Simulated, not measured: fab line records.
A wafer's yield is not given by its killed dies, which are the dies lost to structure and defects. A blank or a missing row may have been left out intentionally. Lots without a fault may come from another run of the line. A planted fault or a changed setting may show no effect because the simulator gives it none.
A lot that was struck, set against a sound lot + flow n5Finfet + 19 out of 1938 route steps
Sound: wafers L477.1, L477.3, L477.4. Struck: wafers L485.1, L485.4, L485.5. At the end, the cause is stated.
Each step with rows lists, per side, the tool, then ch with its chambers, then its first start. Under that, the readings that differ: sound wafers + struck wafers + difference of the means + sigmas: that difference in standard deviations of wafers without a fault.
alike: readings whose means differ by less than 2 such deviations, and words and numbers that are the same on both sides. not compared: withheld readings, readings that some wafer has no value for, bounds like >300 that may hide the same value, and numbers for which the record gives no deviation and whose values overlap.
Wherever a step has rows on one side only, a row that says differs or no value, or a row with sigmas, the two part there. When numbers do not overlap yet have no deviation, they are printed without sigmas and do not part them. A reading that every wafer of one side lacks parts them only if that side has two wafers or more.

N5_BEOL_M15_DESCUM_33: chemistry O2, time 7.9 s.
  sound on rieDiel-03 ch 0,2,3, day 14 03:14; struck on rieDiel-03 ch 0,1, day 16 04:41
  alike: biasPowerW, drypumpMotorCurrentA, oesProductAu, rfVppV, showerheadPlenumPTorr, throttleValvePct
  not compared: rfHoursCounterH
N5_BEOL_M15_ETCH_61: etches BARC in N2/H2, target depth 89 nm, overetch 26.7 nm, time 67.9 s.
  sound on rieDiel-03 ch 0,2,3, day 14 03:16; struck on rieDiel-03 ch 0,1, day 16 04:44
  alike: drypumpMotorCurrentA, oesProductAu, rfVppV, showerheadPlenumPTorr, throttleValvePct
  not compared: rfHoursCounterH
N5_BEOL_M15_TRENCH_ETCH_34: etches SiO2 in C4F8/O2/Ar, target depth 872.93 nm, time 199 s.
  sound on rieDiel-03 ch 0,2,3, day 14 03:19; struck on rieDiel-03 ch 0,1, day 16 04:47
  alike: C4F8_flow_sccm, drypumpMotorCurrentA, heInnerTorr, oesProductAu, rfVppV, showerheadPlenumPTorr, throttleValvePct
  not compared: rfHoursCounterH
then, 2 steps without rows for these wafers: N5_BEOL_M15_STRIP_36 (strips in O2); N5_BEOL_M15_STRIP_62 (strips in O2).
N5_BEOL_M15_STRIP_37: strips in O2.
  sound: rieDiel-03 ch 0,1,2; struck: rieDiel-03 ch 1,2
  alike: drypumpMotorCurrentA, oesProductAu, rfVppV, showerheadPlenumPTorr, throttleValvePct
  not compared: rfHoursCounterH
then, 3 steps without rows for these wafers: N5_BEOL_M15_ETCH_38 (etches SiCN in CF4/N2, target depth 106.4 nm, time 120.5 s); N5_BEOL_M15_PRECLEAN_39 (cleans in residue remover, time 60 s); N5_BEOL_M15_SRD_40 (time 30 s, dry time 30 s).
N5_BEOL_M15_DEGAS_41: time 60 s.
  sound: pvdSputter-03 at day 14 05:14; struck: pvdSputter-03 at day 16 06:53
  alike: heaterPowerW
then, 1 step without rows for these wafers: N5_BEOL_M15_PRE_CLEAN_42 (time 30 s).
N5_BEOL_M15_SPUTTER_43: material TaN, target thk 15 nm, time 24.19 s.
  sound: pvdSputter-03 at day 14 05:19; struck: pvdSputter-03 at day 16 06:58
| reading                                     | sound             | struck            | difference | sigmas      |
|---------------------------------------------|-------------------|-------------------|------------|-------------|
| cathodeDcPowerW (W)                         | 15004 14997 14997 | 19259 19259 19262 | +4261      | +99 or more |
| model.TaN_of_BEOL_M15_SPUTTER_43.thkNm (nm) | 15 14.8 14.8      | 19.4 19.6 19.6    | +4.7       |             |
  alike: throttleValvePct
then, 4 steps without rows for these wafers: N5_BEOL_M15_SPUTTER_44 (material Ta, target thk 15 nm, time 24.19 s); N5_BEOL_M15_SPUTTER_45 (material Cu, target thk 100 nm, time 16.67 s); N5_BEOL_M15_ECD_47 (material Cu, target thk 1860 nm); N5_BEOL_M15_ANNEAL_48 (time 90 s).
N5_BEOL_M15_CMP_49: polishes, stops on SiO2, t overpolish 4.9 s, target thk 850 nm.
  sound on cmp-04 ch 1,2,3, day 14 06:08; struck on cmp-01 ch 0,3, day 16 07:56
| reading                   | sound             | struck            | difference | sigmas |
|---------------------------|-------------------|-------------------|------------|--------|
| barrierFieldEndpointS (s) | 10.79 10.88 11.02 | 12.82 13.26 12.92 | +2.10      | +7     |
  alike: motorCurrentA
N5_BEOL_M15_THK_MEAS_50: measures by xrf.
  sound: filmMetro-01 at day 14 06:26; struck: filmMetro-02 at day 16 08:14
  alike: M15_THK
N5_PASSIVATION_PROBE_49:
  sound: prober-01 at day 15 03:40; struck: prober-02 at day 16 20:52
| reading       | sound | struck | difference | sigmas |
|---------------|-------|--------|------------|--------|
| killedAtOther | 2 2 2 | 10 8 8 | +7         | +2     |
  alike: defectLimitedYield, killed_at_M0_to_M3, killed_at_M4_up, killedAtContacts, killedAtFrontEnd, killedDies, killedOpen, killedShort, sort_bin_5_function, sort_bin_6_memory, sortNPass, sortYieldPct

== WHERE THEY PART ==
Last at N5_PASSIVATION_PROBE_49 as far as this record goes, first at N5_BEOL_M15_SPUTTER_43.

WHY: what had been put in by the simulator
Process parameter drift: pvdSputter-03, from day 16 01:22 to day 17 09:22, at N5_BEOL_M15_SPUTTER_43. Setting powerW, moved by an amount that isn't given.
